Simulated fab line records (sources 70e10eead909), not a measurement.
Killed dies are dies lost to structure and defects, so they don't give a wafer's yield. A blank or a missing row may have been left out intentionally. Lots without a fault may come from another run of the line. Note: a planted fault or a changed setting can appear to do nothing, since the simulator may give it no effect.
A struck lot beside a sound one :: flow nand-harc :: 15 steps out of a route of 1159
Sound: these wafers, L493.2, L493.4, L493.5. Struck: wafers L495.3, L495.5 (left out: L495.6, a lot-mate that was not struck); the cause follows at the end.
For every step that has rows: the tool of each side, followed by ch and its chambers, followed by its first start. Under that, the readings that differ: sound wafers :: struck wafers :: difference of the means :: sigmas: that difference in standard deviations of wafers without a fault.
alike: readings whose means differ by less than 2 such deviations, and words and numbers that are the same on both sides. not compared: withheld readings, readings that some wafer has no value for, bounds like >300 that may hide the same value, and numbers for which the record gives no deviation and whose values overlap.
Wherever a step has rows on one side only, a row that says differs or no value, or a row with sigmas, the two part there. When numbers do not overlap yet have no deviation, they are printed without sigmas and do not part them. A reading that every wafer of one side lacks parts them only if that side has two wafers or more.

first, 8 steps without rows for these wafers: NHARC_A_SGD_CUT_COAT_56 (time 75 s); NHARC_A_SGD_CUT_COAT_57 (time 65 s); NHARC_A_SGD_CUT_COAT_03 (resist thk 90 nm); NHARC_A_SGD_CUT_SOFTBAKE_04 (time 55 s); NHARC_A_SGD_CUT_EBR_05; NHARC_A_SGD_CUT_EXPOSE_06 (exposes mask SGD); NHARC_A_SGD_CUT_PEB_07 (peb time 65 s); NHARC_A_SGD_CUT_DEVELOP_08 (develop time 35 s).
NHARC_A_SGD_CUT_CD_MEAS_09: target cd 100 nm.
  sound on cd-sem-01 ch 0, day 14 10:39; struck on cd-sem-01 ch 0, day 15 03:44
  alike: cd-nm
NHARC_A_SGD_CUT_OVL_MEAS_10:
  struck on overlay-02, day 15 03:49; sound on overlay-02, day 14 10:44
  alike: overlay-x-nm, overlay-y-nm
NHARC_A_SGD_CUT_INSPECT_11:
  struck on defect-inspect-01, day 15 03:51; sound on defect-inspect-01, day 14 10:46
  alike: raw-defect-count
NHARC_A_SGD_CUT_DESCUM_14: chemistry O2, time 3 s.
  sound on rie-diel-12 ch 0,2,3, day 14 10:52; struck on rie-diel-12 ch 1,3, day 15 03:56
  alike: drypump-motor-current-A, o2-flow-sccm, oes-product-au, rf-vpp-V, showerhead-plenum-p-Torr, throttle-valve-pct
  not compared: rf-hours-counter-h
NHARC_A_SGD_CUT_ETCH_58: etches the open film in CF4, target depth 39 nm, time 65 s.
  sound on rie-diel-12 ch 0,2,3, day 14 10:56; struck on rie-diel-12 ch 0, day 15 04:00
reading: oes-product-au (a.u.)
sound: 0.997 0.987 1.019
struck: 0.757 0.753
difference: -0.246
sigmas: -19

reading: rf-fwd-power-W (W)
sound: 295.8 298.8 297.7
struck: 177.7 175.3
difference: -120.9
sigmas: -99 or more
  alike: drypump-motor-current-A, rf-vpp-V, showerhead-plenum-p-Torr, throttle-valve-pct
  not compared: rf-hours-counter-h
NHARC_A_SGD_CUT_ETCH_59: etches the open film in N2/H2, target depth 260 nm, time 406.25 s.
  sound on rie-diel-12 ch 0,2,3; struck on rie-diel-12 ch 0,1
  alike: drypump-motor-current-A, oes-product-au, rf-fwd-power-W, rf-vpp-V, showerhead-plenum-p-Torr, throttle-valve-pct
  not compared: rf-hours-counter-h
-- the record jumps here: 6 days lie between the struck wafers' starts before and after (it left off in module A_SGD_CUT and takes up again in module END, whose first step shown is number 1159 of the route) --
NHARC_END_SORT_01:
  sound on prober-01 ch 0, day 20 17:10; struck on prober-01 ch 0, day 21 01:41
reading: hold
sound: - - -
struck: await-dispo/1.9h/release await-dispo/1.9h/release
difference: no value on the sound wafers
sigmas: 

reading: killed-at-array
sound: 17 23 20
struck: 668 671
difference: +650
sigmas: +75

reading: killed-at-periphery
sound: 1 6 1
struck: 9 6
difference: +5
sigmas: +2

reading: killed-dies
sound: 18 30 21
struck: 677 677
difference: +654
sigmas: +73
  alike: killed-at-other, killed-open, killed-short

## WHERE THEY PART
First at NHARC_A_SGD_CUT_ETCH_58; last, within this record, at NHARC_END_SORT_01.

WHY: what the simulator had put in
rie-diel-12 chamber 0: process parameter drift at NHARC_A_SGD_CUT_ETCH_58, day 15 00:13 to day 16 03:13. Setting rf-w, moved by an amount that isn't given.
